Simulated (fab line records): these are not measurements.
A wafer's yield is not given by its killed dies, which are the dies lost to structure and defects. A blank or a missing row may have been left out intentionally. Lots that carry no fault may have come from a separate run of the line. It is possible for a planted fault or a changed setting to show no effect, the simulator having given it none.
Which tool is to blame? || flow nand-harc || 12 lots, 36 wafers sampled, at 5 steps of a route of 1302

== WHAT THE GAUGES READ, wafer by wafer ==
NHARC_END_SORT_01.
{"lot": "L104", "measured": "day 33 04:25", "on": "prober-01", "killed-at-array": "77 81 70", "killed-at-other": "0 1 5", "killed-at-periphery": "3 5 0", "killed-dies": "80 87 75", "killed-open": "3 6 0", "killed-short": "2 3 3"}

== WHICH TOOL RAN EACH LOT (tool, then ch and the chambers of the sampled wafers, then the start) ==
{"lot": "L986", "NHARC_A_STAIRCASE_HM_OPEN_463": "rie-diel-05 ch 0,3, day 18 01:16 or earlier", "NHARC_A_STAIRCASE_ETCH_315": "rie-diel-05 ch 0,2,3, day 18 01:16 or earlier", "NHARC_A_STAIRCASE_DEP_151": "pecvd-01 ch 0,2, day 18 01:16", "NHARC_A_STAIRCASE_EXPOSE_438": "krf-scanner-02 ch 0, day 19 01:17"}
{"lot": "L985", "NHARC_A_STAIRCASE_HM_OPEN_463": "rie-diel-05 ch 0,1,3, day 18 01:23 or earlier", "NHARC_A_STAIRCASE_ETCH_315": "rie-diel-05 ch 0,2,3, day 18 01:23 or earlier", "NHARC_A_STAIRCASE_DEP_151": "pecvd-03 ch 0,2, day 18 01:23", "NHARC_A_STAIRCASE_EXPOSE_438": "krf-scanner-02 ch 0, day 19 01:14"}
{"lot": "L984", "NHARC_A_STAIRCASE_HM_OPEN_463": "rie-diel-05 ch 0,1,2, day 18 05:09 or earlier", "NHARC_A_STAIRCASE_ETCH_315": "rie-diel-05 ch 0,2,3, day 18 05:09 or earlier", "NHARC_A_STAIRCASE_DEP_151": "pecvd-03 ch 0,1, day 18 05:09", "NHARC_A_STAIRCASE_EXPOSE_438": "krf-scanner-03 ch 0, day 19 06:09"}
{"lot": "L990", "NHARC_A_STAIRCASE_HM_OPEN_463": "rie-diel-13 ch 0,1, day 19 19:00 or earlier", "NHARC_A_STAIRCASE_ETCH_315": "rie-diel-13 ch 2,3, day 19 19:00 or earlier", "NHARC_A_STAIRCASE_DEP_151": "pecvd-01 ch 0,1,2, day 19 19:00", "NHARC_A_STAIRCASE_EXPOSE_438": "krf-scanner-03 ch 0, day 20 18:36"}
{"lot": "L994", "NHARC_A_STAIRCASE_HM_OPEN_463": "rie-diel-13 ch 0,2,3, day 21 23:16 or earlier", "NHARC_A_STAIRCASE_ETCH_315": "rie-diel-13 ch 1,3, day 21 23:16 or earlier", "NHARC_A_STAIRCASE_DEP_151": "pecvd-02 ch 1,2, day 21 23:16", "NHARC_A_STAIRCASE_EXPOSE_438": "krf-scanner-03 ch 0, day 23 00:12"}
{"lot": "L995", "NHARC_A_STAIRCASE_HM_OPEN_463": "rie-diel-05 ch 1,2, day 22 03:37 or earlier", "NHARC_A_STAIRCASE_ETCH_315": "rie-diel-05 ch 2,3, day 22 03:37 or earlier", "NHARC_A_STAIRCASE_DEP_151": "pecvd-03 ch 0,1,2, day 22 03:37", "NHARC_A_STAIRCASE_EXPOSE_438": "krf-scanner-03 ch 0, day 23 09:40"}
{"lot": "L996", "NHARC_A_STAIRCASE_HM_OPEN_463": "rie-diel-13 ch 0,1, day 22 23:47 or earlier", "NHARC_A_STAIRCASE_ETCH_315": "rie-diel-13 ch 0,1,2, day 22 23:47 or earlier", "NHARC_A_STAIRCASE_DEP_151": "pecvd-02 ch 0,2, day 22 23:47", "NHARC_A_STAIRCASE_EXPOSE_438": "krf-scanner-02 ch 0, day 24 02:26"}
{"lot": "L999", "NHARC_A_STAIRCASE_HM_OPEN_463": "rie-diel-07 ch 0,1,3, day 23 07:15 or earlier", "NHARC_A_STAIRCASE_ETCH_315": "rie-diel-07 ch 1,3, day 23 07:15 or earlier", "NHARC_A_STAIRCASE_DEP_151": "pecvd-01 ch 0,1,2, day 23 07:15", "NHARC_A_STAIRCASE_EXPOSE_438": "krf-scanner-02 ch 0, day 24 06:51"}
{"lot": "L103", "NHARC_A_STAIRCASE_HM_OPEN_463": "rie-diel-05 ch 0,2,3, day 25 06:06 or earlier", "NHARC_A_STAIRCASE_ETCH_315": "rie-diel-05 ch 0,1,2, day 25 06:06 or earlier", "NHARC_A_STAIRCASE_DEP_151": "pecvd-03 ch 0,1,2, day 25 06:06", "NHARC_A_STAIRCASE_EXPOSE_438": "krf-scanner-02 ch 0, day 26 03:28"}
{"lot": "L104", "NHARC_A_STAIRCASE_HM_OPEN_463": "rie-diel-07 ch 1,2,3, day 26 05:14 or earlier", "NHARC_A_STAIRCASE_ETCH_315": "rie-diel-07 ch 0,2,3, day 26 05:14 or earlier", "NHARC_A_STAIRCASE_DEP_151": "pecvd-01 ch 0,1,2, day 26 05:14", "NHARC_A_STAIRCASE_EXPOSE_438": "krf-scanner-02 ch 0, day 27 06:58"}
{"lot": "L106", "NHARC_A_STAIRCASE_HM_OPEN_463": "rie-diel-05 ch 0,2, day 26 15:47 or earlier", "NHARC_A_STAIRCASE_ETCH_315": "rie-diel-05 ch 1,2,3, day 26 15:47 or earlier", "NHARC_A_STAIRCASE_DEP_151": "pecvd-01 ch 0,1,2, day 26 15:47", "NHARC_A_STAIRCASE_EXPOSE_438": "krf-scanner-02 ch 0, day 27 17:08"}
{"lot": "L107", "NHARC_A_STAIRCASE_HM_OPEN_463": "rie-diel-13 ch 1,3, day 27 14:49 or earlier", "NHARC_A_STAIRCASE_ETCH_315": "rie-diel-13 ch 0,1, day 27 14:49 or earlier", "NHARC_A_STAIRCASE_DEP_151": "pecvd-03 ch 1,2, day 27 14:49", "NHARC_A_STAIRCASE_EXPOSE_438": "krf-scanner-04 ch 0, day 28 19:20"}
- NHARC_A_STAIRCASE_HM_OPEN_463: chemistry O2/COS.
- NHARC_A_STAIRCASE_ETCH_315: etches the open film in C4F8/O2/Ar, target depth 2500 nm, time 607.1 s.
- NHARC_A_STAIRCASE_DEP_151: deposits SiO2, target thk 7200 nm.
- NHARC_A_STAIRCASE_EXPOSE_438: exposes mask STAIR REV.

== AS READ BY THE TOOLS THEMSELVES (means over the sampled wafers that have a number; for cases with no such wafer, the mark the record gives instead) ==
NHARC_A_STAIRCASE_HM_OPEN_463.
{"lot": "L986", "tool": "rie-diel-05", "cos-flow-sccm (sccm)": 20.03, "drypump-motor-current-A (A)": 5.7, "oes-product-au (a.u.)": 1.001, "rf-vpp-V (V)": 467, "showerhead-plenum-p-Torr (Torr)": 3.13, "throttle-valve-pct (%)": 28.331}
{"lot": "L985", "tool": "rie-diel-05", "cos-flow-sccm (sccm)": 19.96, "drypump-motor-current-A (A)": 5.7, "oes-product-au (a.u.)": 1.007, "rf-vpp-V (V)": 469, "showerhead-plenum-p-Torr (Torr)": 3.20, "throttle-valve-pct (%)": 28.333}
{"lot": "L984", "tool": "rie-diel-05", "cos-flow-sccm (sccm)": 20.03, "drypump-motor-current-A (A)": 5.7, "oes-product-au (a.u.)": 1.001, "rf-vpp-V (V)": 470, "showerhead-plenum-p-Torr (Torr)": 3.25, "throttle-valve-pct (%)": 28.331}
{"lot": "L990", "tool": "rie-diel-13", "cos-flow-sccm (sccm)": 19.99, "drypump-motor-current-A (A)": 6.4, "oes-product-au (a.u.)": 0.996, "rf-vpp-V (V)": 465, "showerhead-plenum-p-Torr (Torr)": 3.06, "throttle-valve-pct (%)": 28.324}
{"lot": "L994", "tool": "rie-diel-13", "cos-flow-sccm (sccm)": 19.94, "drypump-motor-current-A (A)": 6.3, "oes-product-au (a.u.)": 0.998, "rf-vpp-V (V)": 467, "showerhead-plenum-p-Torr (Torr)": 3.09, "throttle-valve-pct (%)": 28.330}
{"lot": "L995", "tool": "rie-diel-05", "cos-flow-sccm (sccm)": 20.02, "drypump-motor-current-A (A)": 5.3, "oes-product-au (a.u.)": 1.009, "rf-vpp-V (V)": 470, "showerhead-plenum-p-Torr (Torr)": 3.23, "throttle-valve-pct (%)": 28.323}
{"lot": "L996", "tool": "rie-diel-13", "cos-flow-sccm (sccm)": 20.02, "drypump-motor-current-A (A)": 6.4, "oes-product-au (a.u.)": 1.004, "rf-vpp-V (V)": 466, "showerhead-plenum-p-Torr (Torr)": 3.05, "throttle-valve-pct (%)": 28.334}
{"lot": "L999", "tool": "rie-diel-07", "cos-flow-sccm (sccm)": 19.98, "drypump-motor-current-A (A)": 6.0, "oes-product-au (a.u.)": 0.999, "rf-vpp-V (V)": 469, "showerhead-plenum-p-Torr (Torr)": 3.19, "throttle-valve-pct (%)": 28.325}
{"lot": "L103", "tool": "rie-diel-05", "cos-flow-sccm (sccm)": 20.02, "drypump-motor-current-A (A)": 5.7, "oes-product-au (a.u.)": 1.000, "rf-vpp-V (V)": 468, "showerhead-plenum-p-Torr (Torr)": 3.15, "throttle-valve-pct (%)": 28.328}
{"lot": "L104", "tool": "rie-diel-07", "cos-flow-sccm (sccm)": 20.05, "drypump-motor-current-A (A)": 6.0, "oes-product-au (a.u.)": 0.997, "rf-vpp-V (V)": 467, "showerhead-plenum-p-Torr (Torr)": 3.08, "throttle-valve-pct (%)": 28.333}
{"lot": "L106", "tool": "rie-diel-05", "cos-flow-sccm (sccm)": 20.04, "drypump-motor-current-A (A)": 5.6, "oes-product-au (a.u.)": 1.001, "rf-vpp-V (V)": 470, "showerhead-plenum-p-Torr (Torr)": 3.20, "throttle-valve-pct (%)": 28.328}
{"lot": "L107", "tool": "rie-diel-13", "cos-flow-sccm (sccm)": 20.05, "drypump-motor-current-A (A)": 6.3, "oes-product-au (a.u.)": 1.001, "rf-vpp-V (V)": 467, "showerhead-plenum-p-Torr (Torr)": 3.12, "throttle-valve-pct (%)": 28.333}

NHARC_A_STAIRCASE_ETCH_315.
{"lot": "L986", "tool": "rie-diel-05", "oes-product-au (a.u.)": 0.928, "rf-vpp-V (V)": 1832}
{"lot": "L985", "tool": "rie-diel-05", "oes-product-au (a.u.)": 0.926, "rf-vpp-V (V)": 1831}
{"lot": "L984", "tool": "rie-diel-05", "oes-product-au (a.u.)": 0.929, "rf-vpp-V (V)": 1832}
{"lot": "L990", "tool": "rie-diel-13", "oes-product-au (a.u.)": 0.932, "rf-vpp-V (V)": 1823}
{"lot": "L994", "tool": "rie-diel-13", "oes-product-au (a.u.)": 0.939, "rf-vpp-V (V)": 1820}
{"lot": "L995", "tool": "rie-diel-05", "oes-product-au (a.u.)": 0.933, "rf-vpp-V (V)": 1827}
{"lot": "L996", "tool": "rie-diel-13", "oes-product-au (a.u.)": 0.936, "rf-vpp-V (V)": 1832}
{"lot": "L999", "tool": "rie-diel-07", "oes-product-au (a.u.)": 0.925, "rf-vpp-V (V)": 1819}
{"lot": "L103", "tool": "rie-diel-05", "oes-product-au (a.u.)": 0.943, "rf-vpp-V (V)": 1835}
{"lot": "L104", "tool": "rie-diel-07", "oes-product-au (a.u.)": 0.934, "rf-vpp-V (V)": 1836}
{"lot": "L106", "tool": "rie-diel-05", "oes-product-au (a.u.)": 0.932, "rf-vpp-V (V)": 1829}
{"lot": "L107", "tool": "rie-diel-13", "oes-product-au (a.u.)": 0.922, "rf-vpp-V (V)": 1819}

NHARC_A_STAIRCASE_DEP_151.
{"lot": "L986", "tool": "pecvd-01", "heater-power-w (W)": 648}
{"lot": "L985", "tool": "pecvd-03", "heater-power-w (W)": 666}
{"lot": "L984", "tool": "pecvd-03", "heater-power-w (W)": 754}
{"lot": "L990", "tool": "pecvd-01", "heater-power-w (W)": 587}
{"lot": "L994", "tool": "pecvd-02", "heater-power-w (W)": 472}
{"lot": "L995", "tool": "pecvd-03", "heater-power-w (W)": 682}
{"lot": "L996", "tool": "pecvd-02", "heater-power-w (W)": 530}
{"lot": "L999", "tool": "pecvd-01", "heater-power-w (W)": 590}
{"lot": "L103", "tool": "pecvd-03", "heater-power-w (W)": 686}
{"lot": "L104", "tool": "pecvd-01", "heater-power-w (W)": 617}
{"lot": "L106", "tool": "pecvd-01", "heater-power-w (W)": 592}
{"lot": "L107", "tool": "pecvd-03", "heater-power-w (W)": 660}

NHARC_A_STAIRCASE_EXPOSE_438.
{"lot": "L986", "tool": "krf-scanner-02", "exposure-dose-mJ-cm2": 28.97}
{"lot": "L985", "tool": "krf-scanner-02", "exposure-dose-mJ-cm2": 28.99}
{"lot": "L984", "tool": "krf-scanner-03", "exposure-dose-mJ-cm2": 29.01}
{"lot": "L990", "tool": "krf-scanner-03", "exposure-dose-mJ-cm2": 28.97}
{"lot": "L994", "tool": "krf-scanner-03", "exposure-dose-mJ-cm2": 28.97}
{"lot": "L995", "tool": "krf-scanner-03", "exposure-dose-mJ-cm2": 28.93}
{"lot": "L996", "tool": "krf-scanner-02", "exposure-dose-mJ-cm2": 28.95}
{"lot": "L999", "tool": "krf-scanner-02", "exposure-dose-mJ-cm2": 28.98}
{"lot": "L103", "tool": "krf-scanner-02", "exposure-dose-mJ-cm2": 29.72}
{"lot": "L104", "tool": "krf-scanner-02", "exposure-dose-mJ-cm2": 29.67}
{"lot": "L106", "tool": "krf-scanner-02", "exposure-dose-mJ-cm2": 29.68}
{"lot": "L107", "tool": "krf-scanner-04", "exposure-dose-mJ-cm2": 29.02}

== THE ANSWER, worked out from the rows above alone ==
Rule: the lots themselves supply what counts as usual. The widest of any qualifying gaps counts: lots, ordered by their means at a reading, are off when they make up no more than a third of the lots, leave a main group of 4 or more, and stand apart from it by 3 or more times the standard deviation of that group's means. If all means in a main group match to the digits the tables above print for the reading, that group is not used. A lot without any number at a reading at which 4 lots or more have one is off too. All remaining lots with rows at the step are treated as sound. The gauges are gone through in route order, then the tools' own readings, and for those a lot's mean is taken as printed above. At the first step where some lot is off, the reading lying furthest off is the one used; lots without a number count as furthest.
Off: L103, L104, L106, at NHARC_A_STAIRCASE_EXPOSE_438 (exposure-dose-mJ-cm2). Main group: mean 28.98, sd 0.026.
A tool fits if, at that step or a process step before it, it ran every lot that is off, and no sound lot after the first of them. NHARC_A_STAIRCASE_HM_OPEN_463 gives no start for some lots, so the hours and the order of its lots are those of NHARC_A_STAIRCASE_DEP_151. NHARC_A_STAIRCASE_ETCH_315 gives no start for some lots, so the hours and the order of its lots are those of NHARC_A_STAIRCASE_DEP_151. One candidate fits, namely krf-scanner-02 at NHARC_A_STAIRCASE_EXPOSE_438. A fault onset in the window from L999 (day 24 06:51, its last sound lot) to L103 (day 26 03:28, its first lot off) fits.
On the lots that are off, the tool's own readings at NHARC_A_STAIRCASE_EXPOSE_438 differ by more than 5 times the standard deviation of the sound lots' means, which bears it out; exposure-dose-mJ-cm2 reads 29.69 there versus 28.98 on the sound lots.

== WHAT THE SIMULATOR PUT IN ==
Drift in process parameters on krf-scanner-02 at NHARC_A_STAIRCASE_EXPOSE_438, starting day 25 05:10. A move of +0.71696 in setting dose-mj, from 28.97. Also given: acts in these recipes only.
Struck lots among those shown: L104, L103, L106. The rule given above showed the same thing.
